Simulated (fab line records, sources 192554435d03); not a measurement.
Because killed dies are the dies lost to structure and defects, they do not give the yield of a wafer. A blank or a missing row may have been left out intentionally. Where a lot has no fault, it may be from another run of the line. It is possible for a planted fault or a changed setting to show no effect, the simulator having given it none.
Chamber matching | flow n5_finfet | N5_BEOL_M2_PRE_CLEAN_60 on cvd_co-01: 3 sister chambers
The step time 15 s. 16 wafers are shown with their chamber, then 8 later ones without.

## WAFERS, EACH WITH ITS CHAMBER
wafer  | chamber | heater_power_outer_w (W) | heater_power_w (W) | rf_fwd_power_W (W)
L075.3 | 2       | 26                       | 104                | 295.6
L075.4 | 1       | 46                       | 133                | 296.7
L075.6 | 2       | 26                       | 101                | 294.1
L076.1 | 0       | 24                       | 87                 | 295.8
L076.3 | 2       | 25                       | 103                | 296.1
L076.5 | 0       | 24                       | 89                 | 294.4
L082.1 | 1       | 47                       | 132                | 296.8
L082.4 | 1       | 48                       | 138                | 297.1
L082.5 | 2       | 27                       | 105                | 297.5
L087.1 | 1       | 46                       | 136                | 297.0
L087.2 | 0       | 24                       | 88                 | 296.7
L087.5 | 0       | 24                       | 89                 | 295.1
L092.1 | 0       | 24                       | 89                 | 294.4
L092.2 | 1       | 46                       | 135                | 295.9
L092.5 | 2       | 27                       | 103                | 296.7
L093.3 | 0       | 24                       | 89                 | 296.5

SIGNATURES (means of the wafers above)
reading              | chamber 0 | chamber 1 | chamber 2 | scatter within a chamber
heater_power_outer_w | 24.00     | 46.60     | 26.20     | 0.679
heater_power_w       | 88.50     | 134.80    | 103.20    | 1.64
rf_fwd_power_W       | 295.483   | 296.700   | 296.000   | 0.982
Rule: for a wafer and a chamber, the distance is found by dividing, reading by reading, the gap between the wafer's reading and the chamber's mean by the reading's scatter, squaring, summing and taking the root. The wafer belongs to the nearest chamber; if the next one is less than 2 further off, it can't be placed. The scatter: take each reading less its chamber's mean, square it, sum over the shown wafers, divide by the number of wafers less the number of chambers, and take the root.

## WAFERS MISSING THEIR CHAMBER
wafer  | heater_power_outer_w (W) | heater_power_w (W) | rf_fwd_power_W (W)
L093.4 | 25                       | 89                 | 296.8
L093.6 | 47                       | 136                | 297.6
L094.3 | 24                       | 88                 | 295.6
L094.4 | 47                       | 137                | 297.7
L094.5 | 28                       | 107                | 296.2
L095.1 | 25                       | 87                 | 295.4
L095.4 | 24                       | 87                 | 295.4
L095.6 | 47                       | 137                | 297.4

## THE CHAMBER EACH PASSED THROUGH
wafer  | from the rows above | in truth
L093.4 | 0                   | 0
L093.6 | 1                   | 1
L094.3 | 0                   | 0
L094.4 | 1                   | 1
L094.5 | 2                   | 2
L095.1 | 0                   | 0
L095.4 | 0                   | 0
L095.6 | 1                   | 1
Correct placement for 8 of the 8. From these rows, 0 cannot be placed. Wrongly placed: 0.
